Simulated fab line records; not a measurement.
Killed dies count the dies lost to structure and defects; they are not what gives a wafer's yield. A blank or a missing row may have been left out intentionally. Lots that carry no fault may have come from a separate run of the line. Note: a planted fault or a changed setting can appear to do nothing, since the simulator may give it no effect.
A struck lot beside a sound one | flow nand harc | 15 out of 1302 route steps
Sound: the wafers L198.3, L198.4, L198.5. Struck: wafers L191.2, L191.5, L191.6. At the end, the cause is stated.
For every step that has rows: the tool of each side, followed by ch and its chambers, followed by its first start. Under that, the readings that differ: sound wafers | struck wafers | difference of the means | sigmas: that difference in standard deviations of wafers without a fault.
alike: a reading whose means differ by less than 2 such deviations, as well as words and numbers matching on both sides. not compared: withheld readings; readings where some wafer has no value; bounds like >300 that might hide an equal value; numbers whose values overlap and for which the record gives no deviation.
A row with sigmas, a row that says differs or no value, or rows on one side alone: a step with any of these is where the two part. Numbers that have no deviation but don't overlap get no sigmas and don't part them. A reading missing from all wafers of one side parts the sides only when that side holds two or more wafers.

NHARC_A_CHANNEL_HOLE_D2_ETCH_19: etches the open film in C4F8/O2/Ar, time 34.5 s.
  sound on har etch-01 ch 0,1, day 19 06:49; struck on har etch-01 ch 0,1, day 16 14:41
  alike: bias v, c4f8 flow sccm, drypump motor current A, showerhead plenum p Torr, throttle valve pct
  not compared: rf hours counter h
then, 1 step without rows for these wafers: NHARC_A_CHANNEL_HOLE_D2_ETCH_20 (etches the open film in C4F8/O2/Ar, time 361.9 s, target depth 1600 nm).
NHARC_A_CHANNEL_HOLE_D2_ETCH_21: etches the open film in C4F8/O2/Ar, time 514.3 s, target depth 1600 nm.
  sound on har etch-01 ch 0,1, day 19 07:21; struck on har etch-01 ch 0,1, day 16 15:06
  alike: c4f8 flow sccm, chamber pressure mTorr, drypump motor current A, showerhead plenum p Torr, throttle valve pct
  not compared: rf hours counter h
NHARC_A_CHANNEL_HOLE_D2_ETCH_22: etches the open film in C4F8/O2/Ar, time 666.7 s, target depth 1600 nm.
  sound on har etch-01 ch 0,1, day 19 07:50; struck on har etch-01 ch 0,1, day 16 15:32
  alike: c4f8 flow sccm, chamber pressure mTorr, drypump motor current A, showerhead plenum p Torr, throttle valve pct
  not compared: rf hours counter h
NHARC_A_CHANNEL_HOLE_D2_ETCH_23: etches the open film in C4F8/O2/Ar, time 819 s, target depth 1600 nm.
  sound on har etch-01 ch 0,1, day 19 08:27; struck on har etch-01 ch 0,1, day 16 16:06
  reading                        | sound                | struck               | difference | sigmas
  chamber pressure mTorr (mTorr) | 19.979 19.974 19.987 | 20.003 20.041 20.015 | +0.040     | +2
  alike: c4f8 flow sccm, drypump motor current A, showerhead plenum p Torr, throttle valve pct
  not compared: rf hours counter h
then, 7 steps without rows for these wafers: NHARC_A_CHANNEL_HOLE_D2_ETCH_24 (etches the open film in C4F8/O2/Ar, time 906.2 s, target depth 1500 nm); NHARC_A_CHANNEL_HOLE_D2_ETCH_25 (etches the open film in C4F8/O2/Ar, time 1040.2 s, target depth 1500 nm); NHARC_A_CHANNEL_HOLE_D2_ETCH_26 (etches the open film in C4F8/O2/Ar, time 224.1 s, target depth 300 nm); NHARC_A_CHANNEL_HOLE_D2_ETCH_27 (etches the open film in C4F8/O2/Ar, time 90 s, target depth 400 nm); NHARC_A_CHANNEL_HOLE_D2_STRIP_41 (strips in N2/H2); NHARC_A_CHANNEL_HOLE_D2_STRIP_42 (strips in CF4/CHF3); NHARC_A_CHANNEL_HOLE_D2_STRIP_43 (strips in O2/COS).
NHARC_A_CHANNEL_HOLE_D2_ETCH_44: etches the open film in CF4/O2, target depth 140 nm, overetch 14 nm, time 77 s.
  sound on rie diel-13 ch 0,3, day 19 11:34; struck on rie diel-01 ch 0,1,2, day 16 19:24
  no value came back on the struck wafers for any of 7 readings (bias w (W), cf4 flow sccm (sccm) and others); on the sound wafers bias w (W) reads 99.78 99.56 100.07
  reading                            | sound             | struck            | difference | sigmas
  model.A_CHANNEL_HOLE_D2.cd nm (nm) | 91.76 90.96 94.14 | 103.4 103.1 102.2 | +10.6      |
  not compared: rf hours counter h
NHARC_A_CHANNEL_HOLE_D2_STRIP_28: strips in O2.
  sound on rie diel-13 ch 0,1,3; struck on rie diel-01 ch 0,2,3, day 16 19:35
  alike: drypump motor current A, oes product au, rf vpp V, showerhead plenum p Torr, throttle valve pct
  not compared: rf hours counter h
-- break in the record here, with 11 days between the starts of the struck wafers on either side (left off in module A_CHANNEL_HOLE_D2, picked up again in module END, where the first step shown is number 1302 on the route) --
NHARC_END_SORT_01:
  sound on prober-01 ch 0, day 30 21:44; struck on prober-02 ch 0, day 27 21:31
  reading         | sound    | struck                                                               | difference                   | sigmas
  hold            | - - -    | await dispo/2.6h/scrap await dispo/2.6h/scrap await dispo/2.6h/scrap | no value on the sound wafers |
  killed at array | 92 83 72 | 670 669 674                                                          | +589                         | +35
  killed dies     | 95 92 77 | 677 677 677                                                          | +589                         | +35
  alike: killed at other, killed at periphery, killed open, killed short

WHERE THEY PART
Last at NHARC_END_SORT_01 as far as this record goes, first at NHARC_A_CHANNEL_HOLE_D2_ETCH_23.

WHY: whatever the simulator had introduced
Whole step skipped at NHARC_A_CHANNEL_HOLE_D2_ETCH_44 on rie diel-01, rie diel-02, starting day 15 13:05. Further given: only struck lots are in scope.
